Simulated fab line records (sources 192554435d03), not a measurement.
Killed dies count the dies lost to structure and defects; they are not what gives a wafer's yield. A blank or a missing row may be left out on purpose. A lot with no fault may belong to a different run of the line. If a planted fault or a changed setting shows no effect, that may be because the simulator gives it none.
fab line records / flow n5-finfet / part 2 of 2: steps 18 to 27 of 27
[record] lots = 5 wafers = 15 last-day = 16
route steps=1938 shown FIN_CUT@158 STI_FIN_REVEAL@183
lots untouched by any fault: they come from a run of this same line in which no faults occurred
start-h: hours from the record's opening day to when the first of the lot's shown wafers began / wait-h: time in hours since the lot's previous step / " as in the row above / L1.1+2: a row that stands for several wafers / - no value, or no start given / * or withheld: withheld / < > ~ a bound
route shown NAME@n: a module of which the file shows steps, and the number in the route of the first / usual: mean/standard deviation taken from wafers without a fault / same: alike in all rows / chamber/n: place in a boat / sites: each site's reading / _std_site: their standard deviation / _edge_site: inner sites' mean taken away from outer sites' mean / radius-mm: for every site, how far away it sits from the centre of the wafer / mask NAME#n: copy n / behind: the tool/chamber that last shaped the wafer / hold: why the lot went on hold/how many hours it stayed there/how the hold came to an end / device: whichever transistor did not switch (one of n, p or np) / end of line: the tests these same wafers got at the end of their route / where a step has no rows: the recipe by itself / killed: dies that structure and defects cost at the first sort, which is not the same as the wafer's yield / map: dies across one wafer; x = killed, . = not, _ = none there
set.NAME: setting as actually run; set.NAME@STEP: the setting as run at that earlier step / model.NAME: the simulator's own value behind a step, which no gauge read
lots at some steps of the route; a table a step, a row a wafer
services: when a tool's chamber went out of use (start-h, in hours from the record's first day, below 0 if earlier), for how many hours, and the reason
[[steps]]
[step N5_FIN_CUT_PRECLEAN_35]
[recipe] time-s = 13.3 temp-c = 45 pressure-torr = 125 p-hf-torr = 3 p-coreactant-torr = 25 chemistry = vHF
[usual] drypump-motor-current-A = 5.7/0.37
lot.wafer=L078.2 tool=vapor-etch-01 chamber=0 start-h=52.42 wait-h=0.0 drypump-motor-current-A=6.3
lot.wafer=L078.3 tool=vapor-etch-01 chamber=1 start-h=52.42 wait-h=0.0 drypump-motor-current-A=5.8
lot.wafer=L078.4 tool=vapor-etch-01 chamber=0 start-h=52.42 wait-h=0.0 drypump-motor-current-A=6.3
lot.wafer=L080.1 tool=vapor-etch-01 chamber=0 start-h=64.83 wait-h=0.0 drypump-motor-current-A=6.3
lot.wafer=L080.3 tool=vapor-etch-01 chamber=0 start-h=64.83 wait-h=0.0 drypump-motor-current-A=6.3
lot.wafer=L080.5 tool=vapor-etch-01 chamber=0 start-h=64.83 wait-h=0.0 drypump-motor-current-A=6.3
lot.wafer=L083.2 tool=vapor-etch-02 chamber=1 start-h=81.02 wait-h=0.0 drypump-motor-current-A=5.3
lot.wafer=L083.3 tool=vapor-etch-02 chamber=0 start-h=81.02 wait-h=0.0 drypump-motor-current-A=5.5
lot.wafer=L083.6 tool=vapor-etch-02 chamber=1 start-h=81.02 wait-h=0.0 drypump-motor-current-A=5.3
lot.wafer=L089.1 tool=vapor-etch-01 chamber=1 start-h=118.02 wait-h=0.0 drypump-motor-current-A=5.8
lot.wafer=L089.3 tool=vapor-etch-01 chamber=1 start-h=118.02 wait-h=0.0 drypump-motor-current-A=5.8
lot.wafer=L089.4 tool=vapor-etch-01 chamber=0 start-h=118.02 wait-h=0.0 drypump-motor-current-A=6.3
lot.wafer=L093.1 tool=vapor-etch-02 chamber=0 start-h=142.18 wait-h=0.0 drypump-motor-current-A=5.5
lot.wafer=L093.2 tool=vapor-etch-02 chamber=1 start-h=142.18 wait-h=0.0 drypump-motor-current-A=5.3
lot.wafer=L093.4 tool=vapor-etch-02 chamber=1 start-h=142.18 wait-h=0.0 drypump-motor-current-A=5.4
[step N5_FIN_CUT_CUT_ETCH_15]
[recipe] chemistry = HBr/Cl2/O2 target = Si target-depth-a = 1000 bt-time-s = 10 mask-material = SOC time-s = 42.4 ion-energy-ev = * bias-w = * pressure-mtorr = 10 icp-w = 800 HBr_flow_sccm = 150 Cl2_flow_sccm = 80 O2_flow_sccm = 12
[usual] drypump-motor-current-A = 5.7/0.3 oes-product-au = 1.004/0.012 throttle-valve-pct = 37.0/0.46
lot.wafer=L078.2 tool=rie-si-06 chamber=2 start-h=52.50 wait-h=0.1 drypump-motor-current-A=5.7 oes-product-au=0.999 rf-hours-counter-h=75 throttle-valve-pct=37.8
lot.wafer=L078.3 tool=rie-si-06 chamber=1 start-h=52.50 wait-h=0.1 drypump-motor-current-A=6.1 oes-product-au=0.999 rf-hours-counter-h=35 throttle-valve-pct=37.2
lot.wafer=L078.4 tool=rie-si-06 chamber=0 start-h=52.50 wait-h=0.1 drypump-motor-current-A=5.9 oes-product-au=1.022 rf-hours-counter-h=0 throttle-valve-pct=36.8
lot.wafer=L080.1 tool=rie-si-06 chamber=1 start-h=64.91 wait-h=0.1 drypump-motor-current-A=6.1 oes-product-au=1.003 rf-hours-counter-h=35 throttle-valve-pct=37.2
lot.wafer=L080.3 tool=rie-si-06 chamber=2 start-h=64.91 wait-h=0.1 drypump-motor-current-A=5.8 oes-product-au=1.006 rf-hours-counter-h=75 throttle-valve-pct=37.8
lot.wafer=L080.5 tool=rie-si-06 chamber=0 start-h=64.91 wait-h=0.1 drypump-motor-current-A=5.9 oes-product-au=1.025 rf-hours-counter-h=- throttle-valve-pct=36.8
lot.wafer=L083.2 tool=rie-si-05 chamber=1 start-h=81.10 wait-h=0.1 drypump-motor-current-A=6.0 oes-product-au=0.998 rf-hours-counter-h=135 throttle-valve-pct=36.9
lot.wafer=L083.3 tool=rie-si-05 chamber=2 start-h=81.10 wait-h=0.1 drypump-motor-current-A=5.4 oes-product-au=1.005 rf-hours-counter-h=19 throttle-valve-pct=36.5
lot.wafer=L083.6 tool=rie-si-05 chamber=3 start-h=81.10 wait-h=0.1 drypump-motor-current-A=5.0 oes-product-au=0.990 rf-hours-counter-h=- throttle-valve-pct=37.8
lot.wafer=L089.1 tool=rie-si-06 chamber=2 start-h=118.10 wait-h=0.1 drypump-motor-current-A=5.8 oes-product-au=1.003 rf-hours-counter-h=76 throttle-valve-pct=37.8
lot.wafer=L089.3 tool=rie-si-06 chamber=0 start-h=118.10 wait-h=0.1 drypump-motor-current-A=5.9 oes-product-au=1.016 rf-hours-counter-h=1 throttle-valve-pct=36.8
lot.wafer=L089.4 tool=rie-si-06 chamber=2 start-h=118.10 wait-h=0.1 drypump-motor-current-A=5.8 oes-product-au=1.001 rf-hours-counter-h=- throttle-valve-pct=37.8
lot.wafer=L093.1 tool=rie-si-06 chamber=1 start-h=142.26 wait-h=0.1 drypump-motor-current-A=6.1 oes-product-au=0.999 rf-hours-counter-h=36 throttle-valve-pct=37.3
lot.wafer=L093.2 tool=rie-si-06 chamber=3 start-h=142.26 wait-h=0.1 drypump-motor-current-A=5.4 oes-product-au=1.005 rf-hours-counter-h=26 throttle-valve-pct=36.6
lot.wafer=L093.4 tool=rie-si-06 chamber=2 start-h=142.26 wait-h=0.1 drypump-motor-current-A=5.7 oes-product-au=0.998 rf-hours-counter-h=77 throttle-valve-pct=37.8
[step N5_FIN_CUT_CUT_ETCH_28]
[recipe] chemistry = HBr/Cl2/O2 target = Si target-depth-a = 60 mask-material = SOC time-s = 2.4 ion-energy-ev = * bias-w = * pressure-mtorr = 10 icp-w = 800 HBr_flow_sccm = 150 Cl2_flow_sccm = 80 O2_flow_sccm = 12
[usual] drypump-motor-current-A = 5.7/0.31 oes-product-au = 1.003/0.013 throttle-valve-pct = 37.0/0.46
lot.wafer=L078.2 tool=rie-si-06 chamber=2 start-h=52.56 wait-h=0.0 drypump-motor-current-A=5.7 oes-product-au=1.006 rf-hours-counter-h=75 throttle-valve-pct=37.8
lot.wafer=L078.3 tool=rie-si-06 chamber=1 start-h=52.56 wait-h=0.0 drypump-motor-current-A=6.1 oes-product-au=0.997 rf-hours-counter-h=35 throttle-valve-pct=37.2
lot.wafer=L078.4 tool=rie-si-06 chamber=0 start-h=52.56 wait-h=0.0 drypump-motor-current-A=5.9 oes-product-au=1.025 rf-hours-counter-h=0 throttle-valve-pct=36.8
lot.wafer=L080.1 tool=rie-si-06 chamber=1 start-h=64.97 wait-h=0.0 drypump-motor-current-A=6.1 oes-product-au=0.992 rf-hours-counter-h=35 throttle-valve-pct=37.2
lot.wafer=L080.3 tool=rie-si-06 chamber=2 start-h=64.97 wait-h=0.0 drypump-motor-current-A=5.7 oes-product-au=1.002 rf-hours-counter-h=75 throttle-valve-pct=37.8
lot.wafer=L080.5 tool=rie-si-06 chamber=0 start-h=64.97 wait-h=0.0 drypump-motor-current-A=5.9 oes-product-au=1.023 rf-hours-counter-h=- throttle-valve-pct=36.8
lot.wafer=L083.2 tool=rie-si-05 chamber=1 start-h=81.16 wait-h=0.0 drypump-motor-current-A=5.9 oes-product-au=0.984 rf-hours-counter-h=135 throttle-valve-pct=36.9
lot.wafer=L083.3 tool=rie-si-05 chamber=2 start-h=81.16 wait-h=0.0 drypump-motor-current-A=5.4 oes-product-au=1.002 rf-hours-counter-h=19 throttle-valve-pct=36.5
lot.wafer=L083.6 tool=rie-si-05 chamber=3 start-h=81.16 wait-h=0.0 drypump-motor-current-A=5.0 oes-product-au=1.000 rf-hours-counter-h=- throttle-valve-pct=37.8
lot.wafer=L089.1 tool=rie-si-06 chamber=2 start-h=118.16 wait-h=0.0 drypump-motor-current-A=5.7 oes-product-au=1.007 rf-hours-counter-h=76 throttle-valve-pct=37.8
lot.wafer=L089.3 tool=rie-si-06 chamber=0 start-h=118.16 wait-h=0.0 drypump-motor-current-A=5.9 oes-product-au=1.010 rf-hours-counter-h=1 throttle-valve-pct=36.8
lot.wafer=L089.4 tool=rie-si-06 chamber=2 start-h=118.16 wait-h=0.0 drypump-motor-current-A=5.8 oes-product-au=0.999 rf-hours-counter-h=- throttle-valve-pct=37.8
lot.wafer=L093.1 tool=rie-si-06 chamber=1 start-h=142.32 wait-h=0.0 drypump-motor-current-A=6.1 oes-product-au=0.997 rf-hours-counter-h=36 throttle-valve-pct=37.3
lot.wafer=L093.2 tool=rie-si-06 chamber=3 start-h=142.32 wait-h=0.0 drypump-motor-current-A=5.5 oes-product-au=1.012 rf-hours-counter-h=26 throttle-valve-pct=36.6
lot.wafer=L093.4 tool=rie-si-06 chamber=2 start-h=142.32 wait-h=0.0 drypump-motor-current-A=5.7 oes-product-au=0.998 rf-hours-counter-h=77 throttle-valve-pct=37.8
[step N5_FIN_CUT_STRIP_22]
[recipe] chemistry = N2/H2 power-w = 500 temp-c = 40 pressure-mtorr = 50 rf-frequency-hz = 6e+07 overash-fraction = 0.3 bias-power-w = 8 h2-frac = 0.5 n2-flow-sccm = 300 h2-flow-sccm = 300
[usual] drypump-motor-current-A = 5.6/0.36 n2-flow-sccm = 300.0/0.89 oes-product-au = 0.78/0.097 rf-vpp-V = 54.5/2.3 showerhead-plenum-p-Torr = 3.43/0.074 throttle-valve-pct = 18.7/0.35
lot.wafer=L078.2 tool=rie-diel-05 chamber=2 start-h=52.64 wait-h=0.1 drypump-motor-current-A=5.7 n2-flow-sccm=299.9 oes-product-au=0.67 rf-hours-counter-h=238 rf-vpp-V=58.2 showerhead-plenum-p-Torr=3.43 throttle-valve-pct=19.0
lot.wafer=L078.3 tool=rie-diel-05 chamber=1 start-h=52.64 wait-h=0.1 drypump-motor-current-A=5.6 n2-flow-sccm=300.0 oes-product-au=0.98 rf-hours-counter-h=2 rf-vpp-V=53.4 showerhead-plenum-p-Torr=3.44 throttle-valve-pct=18.9
lot.wafer=L078.4 tool=rie-diel-05 chamber=3 start-h=52.64 wait-h=0.1 drypump-motor-current-A=5.8 n2-flow-sccm=301.1 oes-product-au=0.73 rf-hours-counter-h=- rf-vpp-V=56.4 showerhead-plenum-p-Torr=3.43 throttle-valve-pct=18.2
lot.wafer=L080.1 tool=rie-diel-05 chamber=0 start-h=65.03 wait-h=0.0 drypump-motor-current-A=5.0 n2-flow-sccm=300.5 oes-product-au=0.72 rf-hours-counter-h=176 rf-vpp-V=54.1 showerhead-plenum-p-Torr=3.48 throttle-valve-pct=18.9
lot.wafer=L080.3 tool=rie-diel-05 chamber=3 start-h=65.03 wait-h=0.0 drypump-motor-current-A=5.8 n2-flow-sccm=298.4 oes-product-au=0.71 rf-hours-counter-h=222 rf-vpp-V=55.1 showerhead-plenum-p-Torr=3.43 throttle-valve-pct=18.2
lot.wafer=L080.5 tool=rie-diel-05 chamber=2 start-h=65.03 wait-h=0.0 drypump-motor-current-A=5.7 n2-flow-sccm=300.8 oes-product-au=0.69 rf-hours-counter-h=- rf-vpp-V=57.8 showerhead-plenum-p-Torr=3.43 throttle-valve-pct=19.0
lot.wafer=L083.2 tool=rie-diel-05 chamber=3 start-h=81.22 wait-h=0.0 drypump-motor-current-A=5.8 n2-flow-sccm=297.9 oes-product-au=0.72 rf-hours-counter-h=226 rf-vpp-V=54.7 showerhead-plenum-p-Torr=3.43 throttle-valve-pct=18.3
lot.wafer=L083.3 tool=rie-diel-05 chamber=1 start-h=81.22 wait-h=0.0 drypump-motor-current-A=5.6 n2-flow-sccm=300.5 oes-product-au=0.94 rf-hours-counter-h=10 rf-vpp-V=53.3 showerhead-plenum-p-Torr=3.43 throttle-valve-pct=18.9
lot.wafer=L083.6 tool=rie-diel-05 chamber=0 start-h=81.22 wait-h=0.0 drypump-motor-current-A=5.0 n2-flow-sccm=300.4 oes-product-au=0.73 rf-hours-counter-h=- rf-vpp-V=56.5 showerhead-plenum-p-Torr=3.48 throttle-valve-pct=18.9
lot.wafer=L089.1 tool=rie-diel-04 chamber=1 start-h=118.25 wait-h=0.1 drypump-motor-current-A=5.0 n2-flow-sccm=299.8 oes-product-au=0.75 rf-hours-counter-h=143 rf-vpp-V=58.0 showerhead-plenum-p-Torr=3.53 throttle-valve-pct=18.7
lot.wafer=L089.3 tool=rie-diel-04 chamber=0 start-h=118.25 wait-h=0.1 drypump-motor-current-A=5.4 n2-flow-sccm=302.0 oes-product-au=0.77 rf-hours-counter-h=150 rf-vpp-V=54.8 showerhead-plenum-p-Torr=3.48 throttle-valve-pct=18.5
lot.wafer=L089.4 tool=rie-diel-04 chamber=2 start-h=118.25 wait-h=0.1 drypump-motor-current-A=6.0 n2-flow-sccm=300.2 oes-product-au=0.70 rf-hours-counter-h=238 rf-vpp-V=48.9 showerhead-plenum-p-Torr=3.43 throttle-valve-pct=19.1
lot.wafer=L093.1 tool=rie-diel-05 chamber=0 start-h=142.38 wait-h=0.0 drypump-motor-current-A=5.0 n2-flow-sccm=299.1 oes-product-au=0.71 rf-hours-counter-h=201 rf-vpp-V=50.9 showerhead-plenum-p-Torr=3.47 throttle-valve-pct=18.9
lot.wafer=L093.2 tool=rie-diel-05 chamber=1 start-h=142.38 wait-h=0.0 drypump-motor-current-A=5.6 n2-flow-sccm=300.3 oes-product-au=0.89 rf-hours-counter-h=31 rf-vpp-V=53.2 showerhead-plenum-p-Torr=3.42 throttle-valve-pct=19.1
lot.wafer=L093.4 tool=rie-diel-05 chamber=2 start-h=142.38 wait-h=0.0 drypump-motor-current-A=5.7 n2-flow-sccm=300.4 oes-product-au=0.98 rf-hours-counter-h=10 rf-vpp-V=50.7 showerhead-plenum-p-Torr=3.42 throttle-valve-pct=18.6
[step N5_FIN_CUT_PRECLEAN_36]
[recipe] chemistry = O3/DIW time-s = 60 temp-c = 22 o3-ppm = 10
lot.wafer=L078.2+3+4 tool=wet-bench-04 chamber=0,1,4 start-h=52.71 wait-h=-
lot.wafer=L080.1+3+5 tool=wet-bench-06 chamber=6,4,7 start-h=65.10 wait-h=-
lot.wafer=L083.2+3+6 tool=wet-bench-03 chamber=3,4,2 start-h=81.29 wait-h=-
lot.wafer=L089.1+3+4 tool=wet-bench-06 chamber=1,5,2 start-h=118.31 wait-h=-
lot.wafer=L093.1+2+4 tool=wet-bench-06 chamber=5,6,0 start-h=142.45 wait-h=-
[step N5_FIN_CUT_SRD_32]
[recipe] dry = ipa-marangoni time-s = 30 temp-c = 23 rinse-liquid = diw
lot.wafer=L078.2+3+4 tool=wet-bench-04 chamber=0,1,4 start-h=52.73 wait-h=0.0
lot.wafer=L080.1+3+5 tool=wet-bench-06 chamber=6,4,7 start-h=65.14 wait-h=0.0
lot.wafer=L083.2+3+6 tool=wet-bench-03 chamber=3,4,2 start-h=81.31 wait-h=0.0
lot.wafer=L089.1+3+4 tool=wet-bench-06 chamber=1,5,2 start-h=118.33 wait-h=0.0
lot.wafer=L093.1+2+4 tool=wet-bench-06 chamber=5,6,0 start-h=142.47 wait-h=0.0
[step N5_FIN_CUT_UV_OZONE_34]
[recipe] time-s = 120 pressure-torr = 760 temp-c = 25
lot.wafer=L078.2+3+4 tool=wet-bench-04 chamber=0,1,4 start-h=52.75 wait-h=0.0
lot.wafer=L080.1+3+5 tool=wet-bench-06 chamber=6,4,7 start-h=65.17 wait-h=0.0
lot.wafer=L083.2+3+6 tool=wet-bench-03 chamber=3,4,2 start-h=81.33 wait-h=0.0
lot.wafer=L089.1+3+4 tool=wet-bench-06 chamber=1,5,2 start-h=118.35 wait-h=0.0
lot.wafer=L093.1+2+4 tool=wet-bench-06 chamber=5,6,0 start-h=142.49 wait-h=0.0
[step N5_FIN_CUT_INSPECT_17]
[recipe] inspect-instrument = brightfield mode = aei
[usual] raw-defect-count = 242/72
lot.wafer=L078.2 tool=defect-inspect-02 chamber=- start-h=52.81 wait-h=0.0 raw-defect-count=326
lot.wafer=L078.3 tool=defect-inspect-02 chamber=- start-h=52.81 wait-h=0.0 raw-defect-count=310
lot.wafer=L078.4 tool=defect-inspect-02 chamber=- start-h=52.81 wait-h=0.0 raw-defect-count=450
lot.wafer=L080.1 tool=defect-inspect-01 chamber=- start-h=65.26 wait-h=0.0 raw-defect-count=182
lot.wafer=L080.3 tool=defect-inspect-01 chamber=- start-h=65.26 wait-h=0.0 raw-defect-count=170
lot.wafer=L080.5 tool=defect-inspect-01 chamber=- start-h=65.26 wait-h=0.0 raw-defect-count=171
lot.wafer=L083.2 tool=defect-inspect-02 chamber=- start-h=81.38 wait-h=0.0 raw-defect-count=228
lot.wafer=L083.3 tool=defect-inspect-02 chamber=- start-h=81.38 wait-h=0.0 raw-defect-count=204
lot.wafer=L083.6 tool=defect-inspect-02 chamber=- start-h=81.38 wait-h=0.0 raw-defect-count=185
lot.wafer=L089.1 tool=defect-inspect-01 chamber=- start-h=118.41 wait-h=0.0 raw-defect-count=288
lot.wafer=L089.3 tool=defect-inspect-01 chamber=- start-h=118.41 wait-h=0.0 raw-defect-count=176
lot.wafer=L089.4 tool=defect-inspect-01 chamber=- start-h=118.41 wait-h=0.0 raw-defect-count=218
lot.wafer=L093.1 tool=defect-inspect-02 chamber=- start-h=142.54 wait-h=0.0 raw-defect-count=275
lot.wafer=L093.2 tool=defect-inspect-02 chamber=- start-h=142.54 wait-h=0.0 raw-defect-count=202
lot.wafer=L093.4 tool=defect-inspect-02 chamber=- start-h=142.54 wait-h=0.0 raw-defect-count=172
[step N5_STI_FIN_REVEAL_ALD_00]
[recipe] material = SiO2 target-thk-a = 10 temp-c = 300 ald-precursor-family = BDEAS ald-co-reactant = O2-plasma pulse-time-s = 1 pressure-torr = 2
[usual] heater-power-w = 464/54 precursor-pulse-height-rel = 0.997/0.02
lot.wafer=L078.2 tool=ald-sin-04 chamber=0 start-h=52.84 wait-h=0.0 heater-power-w=441 precursor-pulse-height-rel=1.014
lot.wafer=L078.3 tool=ald-sin-04 chamber=1 start-h=52.84 wait-h=0.0 heater-power-w=460 precursor-pulse-height-rel=1.008
lot.wafer=L078.4 tool=ald-sin-04 chamber=2 start-h=52.84 wait-h=0.0 heater-power-w=501 precursor-pulse-height-rel=1.003
lot.wafer=L080.1 tool=ald-sin-01 chamber=1 start-h=65.30 wait-h=0.0 heater-power-w=473 precursor-pulse-height-rel=1.002
lot.wafer=L080.3 tool=ald-sin-01 chamber=3 start-h=65.30 wait-h=0.0 heater-power-w=433 precursor-pulse-height-rel=0.953
lot.wafer=L080.5 tool=ald-sin-01 chamber=2 start-h=65.30 wait-h=0.0 heater-power-w=466 precursor-pulse-height-rel=0.966
lot.wafer=L083.2 tool=ald-sin-01 chamber=2 start-h=81.52 wait-h=0.1 heater-power-w=466 precursor-pulse-height-rel=0.980
lot.wafer=L083.3 tool=ald-sin-01 chamber=1 start-h=81.52 wait-h=0.1 heater-power-w=469 precursor-pulse-height-rel=0.978
lot.wafer=L083.6 tool=ald-sin-01 chamber=0 start-h=81.52 wait-h=0.1 heater-power-w=376 precursor-pulse-height-rel=1.005
lot.wafer=L089.1 tool=ald-sin-04 chamber=2 start-h=119.56 wait-h=1.2 heater-power-w=469 precursor-pulse-height-rel=0.996
lot.wafer=L089.3 tool=ald-sin-04 chamber=0 start-h=119.56 wait-h=1.2 heater-power-w=444 precursor-pulse-height-rel=0.996
lot.wafer=L089.4 tool=ald-sin-04 chamber=2 start-h=119.56 wait-h=1.2 heater-power-w=492 precursor-pulse-height-rel=0.981
lot.wafer=L093.1 tool=ald-sin-01 chamber=3 start-h=142.58 wait-h=0.0 heater-power-w=425 precursor-pulse-height-rel=1.013
lot.wafer=L093.2 tool=ald-sin-01 chamber=0 start-h=142.58 wait-h=0.0 heater-power-w=373 precursor-pulse-height-rel=0.991
lot.wafer=L093.4 tool=ald-sin-01 chamber=2 start-h=142.58 wait-h=0.0 heater-power-w=479 precursor-pulse-height-rel=1.023
[step N5_STI_FIN_REVEAL_ALD_14]
[recipe] material = Si3N4 target-thk-a = 30 temp-c = 400 ald-precursor-family = SiH2I2 ald-co-reactant = N2/H2-plasma pressure-torr = 2
[usual] heater-power-w = 829/97
lot.wafer=L078.2 tool=ald-sin-04 chamber=0 start-h=52.89 wait-h=0.0 heater-power-w=802
lot.wafer=L078.3 tool=ald-sin-04 chamber=1 start-h=52.89 wait-h=0.0 heater-power-w=826
lot.wafer=L078.4 tool=ald-sin-04 chamber=2 start-h=52.89 wait-h=0.0 heater-power-w=872
lot.wafer=L080.1 tool=ald-sin-01 chamber=1 start-h=65.35 wait-h=0.0 heater-power-w=847
lot.wafer=L080.3 tool=ald-sin-01 chamber=3 start-h=65.35 wait-h=0.0 heater-power-w=757
lot.wafer=L080.5 tool=ald-sin-01 chamber=2 start-h=65.35 wait-h=0.0 heater-power-w=819
lot.wafer=L083.2 tool=ald-sin-01 chamber=2 start-h=81.57 wait-h=0.0 heater-power-w=820
lot.wafer=L083.3 tool=ald-sin-01 chamber=1 start-h=81.57 wait-h=0.0 heater-power-w=854
lot.wafer=L083.6 tool=ald-sin-01 chamber=0 start-h=81.57 wait-h=0.0 heater-power-w=673
lot.wafer=L089.1 tool=ald-sin-04 chamber=2 start-h=119.61 wait-h=0.0 heater-power-w=862
lot.wafer=L089.3 tool=ald-sin-04 chamber=0 start-h=119.61 wait-h=0.0 heater-power-w=797
lot.wafer=L089.4 tool=ald-sin-04 chamber=2 start-h=119.61 wait-h=0.0 heater-power-w=873
lot.wafer=L093.1 tool=ald-sin-01 chamber=3 start-h=142.63 wait-h=0.0 heater-power-w=785
lot.wafer=L093.2 tool=ald-sin-01 chamber=0 start-h=142.63 wait-h=0.0 heater-power-w=665
lot.wafer=L093.4 tool=ald-sin-01 chamber=2 start-h=142.63 wait-h=0.0 heater-power-w=838
[[services]]
tool=euv-scanner-01 chamber=- start-h=28.67 hours=0.1 kind=repair
tool=euv-scanner-02 chamber=- start-h=31.36 hours=1.0 kind=pm
tool=ald-sin-01 chamber=- start-h=39.01 hours=4.3 kind=pm
tool=rie-diel-05 chamber=- start-h=42.56 hours=2.8 kind=pm
tool=rie-diel-04 chamber=3 start-h=44.36 hours=6.6 kind=repair
tool=rie-si-05 chamber=1 start-h=44.73 hours=1.0 kind=repair
tool=rie-diel-05 chamber=0 start-h=48.06 hours=8.5 kind=repair
tool=euv-scanner-02 chamber=- start-h=48.82 hours=0.7 kind=repair
tool=rie-diel-04 chamber=3 start-h=51.82 hours=4.5 kind=repair
tool=ald-sin-01 chamber=0 start-h=57.93 hours=6.9 kind=repair
tool=euv-scanner-01 chamber=- start-h=59.07 hours=1.0 kind=pm
tool=euv-scanner-02 chamber=- start-h=65.86 hours=4.6 kind=pm
tool=rie-si-05 chamber=3 start-h=73.72 hours=4.7 kind=repair
tool=rie-diel-01 chamber=2 start-h=78.79 hours=3.0 kind=repair
tool=ald-sin-01 chamber=2 start-h=86.81 hours=36.7 kind=repair
tool=euv-scanner-02 chamber=- start-h=87.51 hours=1.0 kind=pm
tool=rie-diel-01 chamber=- start-h=100.88 hours=0.9 kind=repair
tool=rie-si-05 chamber=0 start-h=104.16 hours=2.8 kind=repair
tool=rie-si-06 chamber=- start-h=108.52 hours=0.1 kind=repair
tool=rie-si-06 chamber=1 start-h=114.25 hours=13.2 kind=repair
tool=euv-scanner-01 chamber=- start-h=115.22 hours=1.0 kind=pm
tool=ald-sin-04 chamber=3 start-h=118.43 hours=18.7 kind=repair
tool=rie-si-05 chamber=3 start-h=127.23 hours=6.0 kind=repair
tool=euv-scanner-01 chamber=- start-h=133.86 hours=4.6 kind=pm
